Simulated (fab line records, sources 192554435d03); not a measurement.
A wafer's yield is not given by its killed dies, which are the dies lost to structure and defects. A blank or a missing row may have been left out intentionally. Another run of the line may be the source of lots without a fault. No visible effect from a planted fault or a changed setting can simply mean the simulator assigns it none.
The tool behind it: which one? / flow n5-finfet / 21 wafers from 7 lots sampled at 6 of the route's 1938 steps

WHAT EACH GAUGE READ, for each wafer
N5_BEOL_M4_RC_MEAS_101. Usual: DIBL_N 36.3 mV/V, standard deviation 2.2; DIBL_P 36.0 mV/V, standard deviation 2.4; IOFF_N 0.16 nA/um, standard deviation 0.042; IOFF_P 0.22 nA/um, standard deviation 0.041; ION_N 672 uA/um, standard deviation 14; ION_P 462 uA/um, standard deviation 7.9; SS_N 71.7 mV/dec, standard deviation 0.76; SS_P 73.3 mV/dec, standard deviation 0.72; VT_N 250 mV, standard deviation 3.6; VT_P -249 mV, standard deviation 3.
lot=L873; measured=day 9 17:12; on=prober-02; DIBL_N (mV/V)=35.0 35.1 37.3; DIBL_P (mV/V)=34.9 34.7 37.2; IOFF_N (nA/um)=0.15 0.15 0.20; IOFF_P (nA/um)=0.21 0.21 0.27; ION_N (uA/um)=661 672 673; ION_P (uA/um)=459 462 466; SS_N (mV/dec)=71.3 70.9 71.7; SS_P (mV/dec)=72.7 73.5 74.0; VT_N (mV)=253 251 247; VT_P (mV)=-249 -250 -247; flag=
lot=L878; measured=day 11 03:26; on=prober-02; DIBL_N (mV/V)=40.4 36.1 36.4; DIBL_P (mV/V)=38.4 35.9 36.5; IOFF_N (nA/um)=0.35 0.17 0.17; IOFF_P (nA/um)=0.28 0.22 0.23; ION_N (uA/um)=682 662 650; ION_P (uA/um)=459 457 448; SS_N (mV/dec)=75.0 71.7 72.5; SS_P (mV/dec)=73.8 73.2 73.4; VT_N (mV)=244 249 250; VT_P (mV)=-248 -250 -252; flag=
lot=L882; measured=day 12 21:29; on=prober-01; DIBL_N (mV/V)=38.7 36.1 37.1; DIBL_P (mV/V)=37.8 35.1 34.7; IOFF_N (nA/um)=0.20 0.13 0.14; IOFF_P (nA/um)=0.27 0.21 0.22; ION_N (uA/um)=682 671 649; ION_P (uA/um)=466 471 452; SS_N (mV/dec)=72.4 70.9 72.4; SS_P (mV/dec)=74.4 72.9 73.1; VT_N (mV)=246 253 254; VT_P (mV)=-247 -249 -250; flag=
lot=L886; measured=day 14 04:23; on=prober-02; DIBL_N (mV/V)=36.8 36.5 36.3; DIBL_P (mV/V)=37.1 38.0 37.4; IOFF_N (nA/um)=0.18 0.20 0.18; IOFF_P (nA/um)=0.24 0.26 0.23; ION_N (uA/um)=679 706 692; ION_P (uA/um)=464 483 467; SS_N (mV/dec)=72.0 71.7 71.8; SS_P (mV/dec)=73.5 73.3 73.1; VT_N (mV)=247 243 248; VT_P (mV)=-248 -245 -246; flag=
lot=L888; measured=day 14 04:40; on=prober-01; DIBL_N (mV/V)=39.2 38.6 38.5; DIBL_P (mV/V)=37.0 38.2 37.3; IOFF_N (nA/um)=0.23 0.20 0.20; IOFF_P (nA/um)=0.21 0.22 0.21; ION_N (uA/um)=668 685 688; ION_P (uA/um)=447 460 454; SS_N (mV/dec)=74.3 72.2 72.5; SS_P (mV/dec)=73.7 73.6 73.6; VT_N (mV)=251 249 250; VT_P (mV)=-253 -251 -250; flag=
lot=L889; measured=day 14 21:55; on=prober-02; DIBL_N (mV/V)=36.6 34.5 33.8; DIBL_P (mV/V)=36.4 35.3 34.7; IOFF_N (nA/um)=0.15 0.13 0.11; IOFF_P (nA/um)=0.18 0.18 0.16; ION_N (uA/um)=655 664 657; ION_P (uA/um)=445 459 453; SS_N (mV/dec)=72.2 70.8 70.8; SS_P (mV/dec)=73.0 72.3 72.7; VT_N (mV)=253 251 255; VT_P (mV)=-253 -255 -252; flag=
lot=L887; measured=day 15 06:28; on=prober-01; DIBL_N (mV/V)=33.2 34.1 33.4; DIBL_P (mV/V)=34.8 35.7 34.9; IOFF_N (nA/um)=0.14 0.15 0.14; IOFF_P (nA/um)=0.19 0.19 0.20; ION_N (uA/um)=674 685 672; ION_P (uA/um)=468 470 465; SS_N (mV/dec)=70.5 71.1 71.2; SS_P (mV/dec)=72.9 72.8 72.7; VT_N (mV)=251 249 250; VT_P (mV)=-251 -251 -250; flag=

N5_BEOL_M15_RC_MEAS_101. Usual: COMB_M10 1.5e-11 S/m, standard deviation 3.3e-12; COMB_M11 1.46e-11 S/m, standard deviation 3e-12; COMB_M12 6.8e-12 S/m, standard deviation 1.5e-12; COMB_M12_max_site 9.4e-12 S/m, standard deviation 2.3e-12; COMB_M13 4.9e-12 S/m, standard deviation 1.3e-12; COMB_M14 4e-12 S/m, standard deviation 1.1e-12; COMB_M15 2.7e-12 S/m, standard deviation 9e-13; COMB_M5 3.6e-11 S/m, standard deviation 8e-12; COMB_M5_max_site 5.3e-11 S/m, standard deviation 1.2e-11; COMB_M6 2.6e-11 S/m, standard deviation 5.7e-12; COMB_M7 2.6e-11 S/m, standard deviation 6e-12; COMB_M8 2.5e-11 S/m, standard deviation 5.7e-12; COMB_M9 1.4e-11 S/m, standard deviation 3.2e-12; SERP_M10 3.10 ohm/um, standard deviation 0.092; SERP_M11 3.08 ohm/um, standard deviation 0.077; SERP_M12 0.639 ohm/um, standard deviation 0.019; SERP_M13 0.310 ohm/um, standard deviation 0.0062; SERP_M14 0.163 ohm/um, standard deviation 0.0048; SERP_M5 38.1 ohm/um, standard deviation 1.8; SERP_M6 14.0 ohm/um, standard deviation 0.66; SERP_M7 14.0 ohm/um, standard deviation 0.48; SERP_M8 13.9 ohm/um, standard deviation 0.65; SERP_M9 3.09 ohm/um, standard deviation 0.094.
lot=L873; measured=day 13 01:58; on=prober-01; COMB_M10 (S/m)=1.4e-11 1.3e-11 1.7e-11; COMB_M11 (S/m)=1.05e-11 9.3e-12 9.4e-12; COMB_M12 (S/m)=4.5e-12 4.2e-12 5.5e-12; COMB_M12_max_site (S/m)=6.6e-12 6e-12 6.7e-12; COMB_M13 (S/m)=6.7e-12 4.7e-12 4.4e-12; COMB_M14 (S/m)=4e-12 4.2e-12 4.2e-12; COMB_M15 (S/m)=1.6e-12 1.5e-12 1.7e-12; COMB_M5 (S/m)=4.18e-10 2.9e-11 2.5e-11; COMB_M5_max_site (S/m)=4.78e-10 3.4e-11 3.5e-11; COMB_M6 (S/m)=2.8e-11 3.4e-11 3.3e-11; COMB_M7 (S/m)=2.9e-11 2.6e-11 2.2e-11; COMB_M8 (S/m)=1.7e-11 2e-11 2.2e-11; COMB_M9 (S/m)=1.2e-11 9e-12 8e-12; SERP_M10 (ohm/um)=2.93 3.00 3.04; SERP_M11 (ohm/um)=3.21 3.11 2.93; SERP_M12 (ohm/um)=0.654 0.638 0.668; SERP_M13 (ohm/um)=0.295 0.310 0.320; SERP_M14 (ohm/um)=0.165 0.165 0.163; SERP_M5 (ohm/um)=33.3 38.6 40.2; SERP_M6 (ohm/um)=13.9 13.6 13.9; SERP_M7 (ohm/um)=13.5 13.6 13.4; SERP_M8 (ohm/um)=13.5 13.1 14.1; SERP_M9 (ohm/um)=3.18 3.21 3.05; flag=OFF
lot=L878; measured=day 14 19:53; on=prober-01; COMB_M10 (S/m)=1.1e-11 9e-12 1.3e-11; COMB_M11 (S/m)=1.61e-11 1.92e-11 1.48e-11; COMB_M12 (S/m)=7.8e-12 4.2e-12 6.2e-12; COMB_M12_max_site (S/m)=9.4e-12 7.9e-12 8.9e-12; COMB_M13 (S/m)=3e-12 3.4e-12 4.1e-12; COMB_M14 (S/m)=1.8e-12 3.2e-12 2.3e-12; COMB_M15 (S/m)=2.2e-12 2.3e-12 1.6e-12; COMB_M5 (S/m)=4.7e-11 3.3e-11 5e-11; COMB_M5_max_site (S/m)=5.1e-11 5.5e-11 6.8e-11; COMB_M6 (S/m)=3.3e-11 2.5e-11 3e-11; COMB_M7 (S/m)=2.4e-11 1.7e-11 2.4e-11; COMB_M8 (S/m)=2.3e-11 1.8e-11 2e-11; COMB_M9 (S/m)=2.1e-11 1.9e-11 1.9e-11; SERP_M10 (ohm/um)=2.98 3.03 2.92; SERP_M11 (ohm/um)=3.12 2.97 3.04; SERP_M12 (ohm/um)=0.635 0.632 0.635; SERP_M13 (ohm/um)=0.315 0.309 0.318; SERP_M14 (ohm/um)=0.166 0.159 0.159; SERP_M5 (ohm/um)=39.0 38.5 37.8; SERP_M6 (ohm/um)=13.5 13.8 14.7; SERP_M7 (ohm/um)=14.0 13.6 14.4; SERP_M8 (ohm/um)=12.6 13.0 13.3; SERP_M9 (ohm/um)=3.04 3.13 3.07; flag=
lot=L882; measured=day 16 21:21; on=prober-01; COMB_M10 (S/m)=1.3e-11 1.3e-11 1.2e-11; COMB_M11 (S/m)=1.45e-11 9.1e-12 1.35e-11; COMB_M12 (S/m)=7.2e-12 7.3e-12 7.3e-12; COMB_M12_max_site (S/m)=1.03e-11 1.23e-11 9.1e-12; COMB_M13 (S/m)=3.5e-12 4.4e-12 5.1e-12; COMB_M14 (S/m)=2.6e-12 2.9e-12 2.7e-12; COMB_M15 (S/m)=1.3e-12 1.4e-12 1.3e-12; COMB_M5 (S/m)=3.5e-11 3.8e-11 3.9e-11; COMB_M5_max_site (S/m)=6.1e-11 5.1e-11 6.5e-11; COMB_M6 (S/m)=2.6e-11 2e-11 2.9e-11; COMB_M7 (S/m)=3e-11 1.8e-11 1.7e-11; COMB_M8 (S/m)=2.7e-11 2.7e-11 1.7e-11; COMB_M9 (S/m)=1.3e-11 1.3e-11 1.5e-11; SERP_M10 (ohm/um)=3.09 3.05 3.05; SERP_M11 (ohm/um)=3.13 3.04 2.99; SERP_M12 (ohm/um)=0.599 0.609 0.612; SERP_M13 (ohm/um)=0.319 0.310 0.305; SERP_M14 (ohm/um)=0.166 0.156 0.156; SERP_M5 (ohm/um)=38.8 37.2 37.6; SERP_M6 (ohm/um)=13.8 13.7 13.5; SERP_M7 (ohm/um)=14.2 13.2 13.1; SERP_M8 (ohm/um)=13.3 13.5 13.8; SERP_M9 (ohm/um)=3.04 3.06 2.88; flag=
lot=L886; measured=day 18 07:42; on=prober-02; COMB_M10 (S/m)=1.9e-11 1.2e-11 1.7e-11; COMB_M11 (S/m)=1.47e-11 1.94e-11 1.91e-11; COMB_M12 (S/m)=6.4e-12 7.3e-12 6.5e-12; COMB_M12_max_site (S/m)=7.2e-12 9.7e-12 9.2e-12; COMB_M13 (S/m)=5.1e-12 4.6e-12 7.1e-12; COMB_M14 (S/m)=4.9e-12 4.7e-12 4.6e-12; COMB_M15 (S/m)=4.1e-12 3.4e-12 3e-12; COMB_M5 (S/m)=3.6e-11 3e-11 3.8e-11; COMB_M5_max_site (S/m)=4.7e-11 3.9e-11 4.9e-11; COMB_M6 (S/m)=2.2e-11 3e-11 2.3e-11; COMB_M7 (S/m)=2.3e-11 2e-11 2.5e-11; COMB_M8 (S/m)=2.5e-11 2.7e-11 1.9e-11; COMB_M9 (S/m)=1.3e-11 1.9e-11 1.3e-11; SERP_M10 (ohm/um)=3.17 3.06 3.10; SERP_M11 (ohm/um)=3.06 3.13 3.08; SERP_M12 (ohm/um)=0.623 0.615 0.644; SERP_M13 (ohm/um)=0.315 0.306 0.300; SERP_M14 (ohm/um)=0.171 0.162 0.169; SERP_M5 (ohm/um)=37.3 37.4 39.0; SERP_M6 (ohm/um)=15.6 15.3 14.1; SERP_M7 (ohm/um)=14.0 13.4 13.7; SERP_M8 (ohm/um)=13.7 13.0 14.0; SERP_M9 (ohm/um)=3.12 2.91 2.98; flag=
lot=L888; measured=day 18 12:52; on=prober-01; COMB_M10 (S/m)=1.8e-11 1.5e-11 1.7e-11; COMB_M11 (S/m)=1.33e-11 1.51e-11 1.54e-11; COMB_M12 (S/m)=5e-12 6.4e-12 7e-12; COMB_M12_max_site (S/m)=6.5e-12 8.3e-12 1.19e-11; COMB_M13 (S/m)=3.5e-12 5.1e-12 3.6e-12; COMB_M14 (S/m)=2.9e-12 3.2e-12 3.2e-12; COMB_M15 (S/m)=1.8e-12 1.7e-12 9e-13; COMB_M5 (S/m)=2.7e-11 3.6e-11 5e-11; COMB_M5_max_site (S/m)=3.9e-11 5e-11 6.4e-11; COMB_M6 (S/m)=1.7e-11 1.8e-11 1.6e-11; COMB_M7 (S/m)=1.9e-11 2.2e-11 1.9e-11; COMB_M8 (S/m)=2e-11 1.6e-11 2.2e-11; COMB_M9 (S/m)=1.3e-11 1.7e-11 1.2e-11; SERP_M10 (ohm/um)=3.16 3.20 2.96; SERP_M11 (ohm/um)=3.11 3.09 3.10; SERP_M12 (ohm/um)=0.650 0.646 0.631; SERP_M13 (ohm/um)=0.314 0.313 0.307; SERP_M14 (ohm/um)=0.161 0.159 0.157; SERP_M5 (ohm/um)=38.5 39.3 40.6; SERP_M6 (ohm/um)=14.0 13.2 12.8; SERP_M7 (ohm/um)=14.1 13.7 14.9; SERP_M8 (ohm/um)=13.7 13.0 13.5; SERP_M9 (ohm/um)=3.13 3.16 3.20; flag=
lot=L889; measured=day 19 13:37; on=prober-02; COMB_M10 (S/m)=1.4e-11 1.4e-11 1.9e-11; COMB_M11 (S/m)=1.76e-11 1.56e-11 1.9e-11; COMB_M12 (S/m)=7.1e-12 9.3e-12 7.2e-12; COMB_M12_max_site (S/m)=9.2e-12 1.07e-11 1e-11; COMB_M13 (S/m)=5.4e-12 8.1e-12 6.3e-12; COMB_M14 (S/m)=4.1e-12 5e-12 4.2e-12; COMB_M15 (S/m)=3.3e-12 2.4e-12 3e-12; COMB_M5 (S/m)=3.8e-11 3.3e-11 3.4e-11; COMB_M5_max_site (S/m)=6.4e-11 4.6e-11 4.8e-11; COMB_M6 (S/m)=1.9e-11 2.7e-11 2.7e-11; COMB_M7 (S/m)=2.1e-11 2.1e-11 2.3e-11; COMB_M8 (S/m)=3e-11 2.7e-11 3.1e-11; COMB_M9 (S/m)=9e-12 1.5e-11 1.4e-11; SERP_M10 (ohm/um)=3.02 2.94 2.94; SERP_M11 (ohm/um)=3.02 3.03 2.99; SERP_M12 (ohm/um)=0.630 0.631 0.642; SERP_M13 (ohm/um)=0.306 0.317 0.308; SERP_M14 (ohm/um)=0.165 0.158 0.158; SERP_M5 (ohm/um)=37.6 41.6 40.2; SERP_M6 (ohm/um)=13.1 13.0 13.1; SERP_M7 (ohm/um)=14.1 13.8 14.0; SERP_M8 (ohm/um)=13.6 14.1 12.9; SERP_M9 (ohm/um)=3.10 3.04 3.04; flag=
lot=L887; measured=day 19 17:58; on=prober-02; COMB_M10 (S/m)=2e-11 2.3e-11 2.1e-11; COMB_M11 (S/m)=1.2e-11 1.41e-11 1.79e-11; COMB_M12 (S/m)=8.2e-12 6.9e-12 8.1e-12; COMB_M12_max_site (S/m)=1.23e-11 1.22e-11 9.3e-12; COMB_M13 (S/m)=7.7e-12 5.1e-12 4.3e-12; COMB_M14 (S/m)=5.9e-12 4.5e-12 5.5e-12; COMB_M15 (S/m)=3.9e-12 2.8e-12 3.6e-12; COMB_M5 (S/m)=3.9e-11 3.9e-11 2.8e-11; COMB_M5_max_site (S/m)=6.7e-11 6.2e-11 4.1e-11; COMB_M6 (S/m)=2.4e-11 2.2e-11 2.1e-11; COMB_M7 (S/m)=2.3e-11 2.2e-11 2.8e-11; COMB_M8 (S/m)=2.1e-11 2.5e-11 2.5e-11; COMB_M9 (S/m)=1e-11 1.1e-11 1.2e-11; SERP_M10 (ohm/um)=3.11 3.08 3.10; SERP_M11 (ohm/um)=3.21 3.10 3.13; SERP_M12 (ohm/um)=0.651 0.660 0.637; SERP_M13 (ohm/um)=0.311 0.308 0.318; SERP_M14 (ohm/um)=0.163 0.163 0.166; SERP_M5 (ohm/um)=37.6 38.6 36.5; SERP_M6 (ohm/um)=14.3 14.1 13.6; SERP_M7 (ohm/um)=13.9 14.8 13.8; SERP_M8 (ohm/um)=13.9 13.8 13.9; SERP_M9 (ohm/um)=3.15 3.22 3.19; flag=

WHAT TOOL EACH LOT RAN ON (gives the tool, then ch and the chambers of the sampled wafers, and finally the start)
lot=L873; N5_BEOL_M5_TRENCH_ETCH_37=rie-diel-06 ch 0,1,3, day 10 00:05 or earlier; N5_BEOL_M5_ETCH_41=rie-diel-06 ch 0,1,3, day 10 00:05 or earlier; N5_BEOL_M5_ALD_86=ald-metal-03 ch 0,2,3, day 10 00:05; N5_BEOL_M5_ANNEAL_49=pvd-sputter-02, day 10 00:41
lot=L878; N5_BEOL_M5_TRENCH_ETCH_37=rie-diel-02 ch 1,2,3, day 11 11:15 or earlier; N5_BEOL_M5_ETCH_41=rie-diel-02 ch 1,2,3, day 11 11:15 or earlier; N5_BEOL_M5_ALD_86=ald-metal-01 ch 0,1,3, day 11 11:15; N5_BEOL_M5_ANNEAL_49=pvd-sputter-01, day 11 11:49
lot=L882; N5_BEOL_M5_TRENCH_ETCH_37=rie-diel-06 ch 0,1,3, day 13 05:55 or earlier; N5_BEOL_M5_ETCH_41=rie-diel-06 ch 0,1,3, day 13 05:55 or earlier; N5_BEOL_M5_ALD_86=ald-metal-03 ch 0,1,3, day 13 05:55; N5_BEOL_M5_ANNEAL_49=pvd-sputter-03, day 13 06:32
lot=L886; N5_BEOL_M5_TRENCH_ETCH_37=rie-diel-04 ch 0,1, day 14 13:20 or earlier; N5_BEOL_M5_ETCH_41=rie-diel-04 ch 0,1, day 14 13:20 or earlier; N5_BEOL_M5_ALD_86=ald-metal-03 ch 1,3, day 14 13:20; N5_BEOL_M5_ANNEAL_49=pvd-sputter-01, day 14 13:51
lot=L888; N5_BEOL_M5_TRENCH_ETCH_37=rie-diel-06 ch 1,2, day 14 13:10 or earlier; N5_BEOL_M5_ETCH_41=rie-diel-06 ch 1,2, day 14 13:10 or earlier; N5_BEOL_M5_ALD_86=ald-metal-01 ch 0,1,2, day 14 13:10; N5_BEOL_M5_ANNEAL_49=pvd-sputter-03, day 14 13:41
lot=L889; N5_BEOL_M5_TRENCH_ETCH_37=rie-diel-06 ch 1,2,3, day 15 03:50 or earlier; N5_BEOL_M5_ETCH_41=rie-diel-06 ch 1,2,3, day 15 03:50 or earlier; N5_BEOL_M5_ALD_86=ald-metal-03 ch 2,3, day 15 03:50; N5_BEOL_M5_ANNEAL_49=pvd-sputter-03, day 15 05:02
lot=L887; N5_BEOL_M5_TRENCH_ETCH_37=rie-diel-04 ch 2,3, day 15 14:13 or earlier; N5_BEOL_M5_ETCH_41=rie-diel-04 ch 2,3, day 15 14:13 or earlier; N5_BEOL_M5_ALD_86=ald-metal-03 ch 0,1,3, day 15 14:13; N5_BEOL_M5_ANNEAL_49=pvd-sputter-02, day 15 15:14
- N5_BEOL_M5_TRENCH_ETCH_37: etches SiCOH lowk in C4F6/O2, target depth 71.652 nm, time 24.7 s.
- N5_BEOL_M5_ETCH_41: etches SiCN in CH3F/O2, target depth 31.5 nm, time 56.7 s.
- N5_BEOL_M5_ALD_86: deposits TaN, pulse time 2 s, purge time 3 s, co reactant purge time 2 s.
- N5_BEOL_M5_ANNEAL_49: time 1800 s.

WHAT THE TOOLS THEMSELVES READ (means of the sampled wafers that have a number; where no wafer has one, the mark that the record gives instead)
N5_BEOL_M5_TRENCH_ETCH_37. Usual: drypump-motor-current-A 5.5 A, standard deviation 0.51; oes-product-au 0.79 a.u., standard deviation 0.077; rf-vpp-V 665 V, standard deviation 11; showerhead-plenum-p-Torr 2.86 Torr, standard deviation 0.066; throttle-valve-pct 20.94 %, standard deviation 0.18.
lot=L873; tool=rie-diel-06; drypump-motor-current-A (A)=5.6; oes-product-au (a.u.)=0.78; rf-vpp-V (V)=659; showerhead-plenum-p-Torr (Torr)=2.86; throttle-valve-pct (%)=20.91; flag=
lot=L878; tool=rie-diel-02; drypump-motor-current-A (A)=5.7; oes-product-au (a.u.)=0.80; rf-vpp-V (V)=667; showerhead-plenum-p-Torr (Torr)=2.90; throttle-valve-pct (%)=20.87; flag=
lot=L882; tool=rie-diel-06; drypump-motor-current-A (A)=5.6; oes-product-au (a.u.)=0.84; rf-vpp-V (V)=659; showerhead-plenum-p-Torr (Torr)=2.85; throttle-valve-pct (%)=20.82; flag=
lot=L886; tool=rie-diel-04; drypump-motor-current-A (A)=5.4; oes-product-au (a.u.)=0.75; rf-vpp-V (V)=659; showerhead-plenum-p-Torr (Torr)=2.88; throttle-valve-pct (%)=20.94; flag=
lot=L888; tool=rie-diel-06; drypump-motor-current-A (A)=5.6; oes-product-au (a.u.)=0.72; rf-vpp-V (V)=663; showerhead-plenum-p-Torr (Torr)=2.89; throttle-valve-pct (%)=21.20; flag=
lot=L889; tool=rie-diel-06; drypump-motor-current-A (A)=5.8; oes-product-au (a.u.)=0.76; rf-vpp-V (V)=664; showerhead-plenum-p-Torr (Torr)=2.84; throttle-valve-pct (%)=21.09; flag=
lot=L887; tool=rie-diel-04; drypump-motor-current-A (A)=5.1; oes-product-au (a.u.)=0.79; rf-vpp-V (V)=678; showerhead-plenum-p-Torr (Torr)=2.80; throttle-valve-pct (%)=21.09; flag=

N5_BEOL_M5_ETCH_41. Usual: drypump-motor-current-A 5.5 A, standard deviation 0.51; oes-product-au 0.79 a.u., standard deviation 0.078; rf-vpp-V 297.5 V, standard deviation 1.2; showerhead-plenum-p-Torr 2.01 Torr, standard deviation 0.049; throttle-valve-pct 16.33 %, standard deviation 0.19.
lot=L873; tool=rie-diel-06; drypump-motor-current-A (A)=5.6; oes-product-au (a.u.)=0.78; rf-vpp-V (V)=297.4; showerhead-plenum-p-Torr (Torr)=2.01; throttle-valve-pct (%)=16.29; flag=
lot=L878; tool=rie-diel-02; drypump-motor-current-A (A)=5.7; oes-product-au (a.u.)=0.80; rf-vpp-V (V)=297.9; showerhead-plenum-p-Torr (Torr)=2.04; throttle-valve-pct (%)=16.27; flag=
lot=L882; tool=rie-diel-06; drypump-motor-current-A (A)=5.6; oes-product-au (a.u.)=0.83; rf-vpp-V (V)=297.6; showerhead-plenum-p-Torr (Torr)=2.00; throttle-valve-pct (%)=16.19; flag=
lot=L886; tool=rie-diel-04; drypump-motor-current-A (A)=5.4; oes-product-au (a.u.)=0.74; rf-vpp-V (V)=298.4; showerhead-plenum-p-Torr (Torr)=2.02; throttle-valve-pct (%)=16.37; flag=
lot=L888; tool=rie-diel-06; drypump-motor-current-A (A)=5.6; oes-product-au (a.u.)=0.72; rf-vpp-V (V)=297.9; showerhead-plenum-p-Torr (Torr)=2.04; throttle-valve-pct (%)=16.62; flag=
lot=L889; tool=rie-diel-06; drypump-motor-current-A (A)=5.9; oes-product-au (a.u.)=0.77; rf-vpp-V (V)=297.8; showerhead-plenum-p-Torr (Torr)=1.99; throttle-valve-pct (%)=16.49; flag=
lot=L887; tool=rie-diel-04; drypump-motor-current-A (A)=5.1; oes-product-au (a.u.)=0.80; rf-vpp-V (V)=296.3; showerhead-plenum-p-Torr (Torr)=1.96; throttle-valve-pct (%)=16.45; flag=

N5_BEOL_M5_ALD_86. Usual: heater-power-w 430 W, standard deviation 43; precursor-vessel-temp-c 74.99 C, standard deviation 0.12.
lot=L873; tool=ald-metal-03; heater-power-w (W)=424; precursor-vessel-temp-c (C)=74.98; flag=
lot=L878; tool=ald-metal-01; heater-power-w (W)=445; precursor-vessel-temp-c (C)=74.99; flag=
lot=L882; tool=ald-metal-03; heater-power-w (W)=445; precursor-vessel-temp-c (C)=74.99; flag=
lot=L886; tool=ald-metal-03; heater-power-w (W)=473; precursor-vessel-temp-c (C)=75.03; flag=
lot=L888; tool=ald-metal-01; heater-power-w (W)=455; precursor-vessel-temp-c (C)=74.98; flag=
lot=L889; tool=ald-metal-03; heater-power-w (W)=433; precursor-vessel-temp-c (C)=75.11; flag=
lot=L887; tool=ald-metal-03; heater-power-w (W)=443; precursor-vessel-temp-c (C)=75.01; flag=

N5_BEOL_M5_ANNEAL_49. Usual: heater-power-w at 838 W, with a standard deviation of 73.
lot=L873; tool=pvd-sputter-02; heater-power-w (W)=807; flag=
lot=L878; tool=pvd-sputter-01; heater-power-w (W)=807; flag=
lot=L882; tool=pvd-sputter-03; heater-power-w (W)=889; flag=
lot=L886; tool=pvd-sputter-01; heater-power-w (W)=784; flag=
lot=L888; tool=pvd-sputter-03; heater-power-w (W)=839; flag=
lot=L889; tool=pvd-sputter-03; heater-power-w (W)=806; flag=
lot=L887; tool=pvd-sputter-02; heater-power-w (W)=789; flag=

THE ANSWER, worked out from the rows above alone
Rule: take the mean of a lot's wafers that have a number; if it is more than 3 standard deviations from the usual mean, the lot is off. Also off: a lot with no number at a reading for which 4 or more lots have one. Any other lot the step has rows for is counted as sound. Order of review: gauges by route order, followed by the tools' own readings, for which a lot's mean as printed above is used. The first step at which some lot is off is used, and at that step the reading that is off furthest; a lot without a number counts as furthest.
Off: L873, seen at N5_BEOL_M15_RC_MEAS_101 (COMB_M5).
A tool fits if, at a process step before that reading, it ran every lot that is off, and no sound lot after the first of them. The gauges at N5_BEOL_M15_RC_MEAS_101 are tried like those tools. With no start given for some of its lots, N5_BEOL_M5_TRENCH_ETCH_37 uses the hours and lot order of N5_BEOL_M5_ALD_86. With no start given for some of its lots, N5_BEOL_M5_ETCH_41 uses the hours and lot order of N5_BEOL_M5_ALD_86. Not one of the candidates tried fits.

WHAT THE SIMULATOR HAD PUT IN
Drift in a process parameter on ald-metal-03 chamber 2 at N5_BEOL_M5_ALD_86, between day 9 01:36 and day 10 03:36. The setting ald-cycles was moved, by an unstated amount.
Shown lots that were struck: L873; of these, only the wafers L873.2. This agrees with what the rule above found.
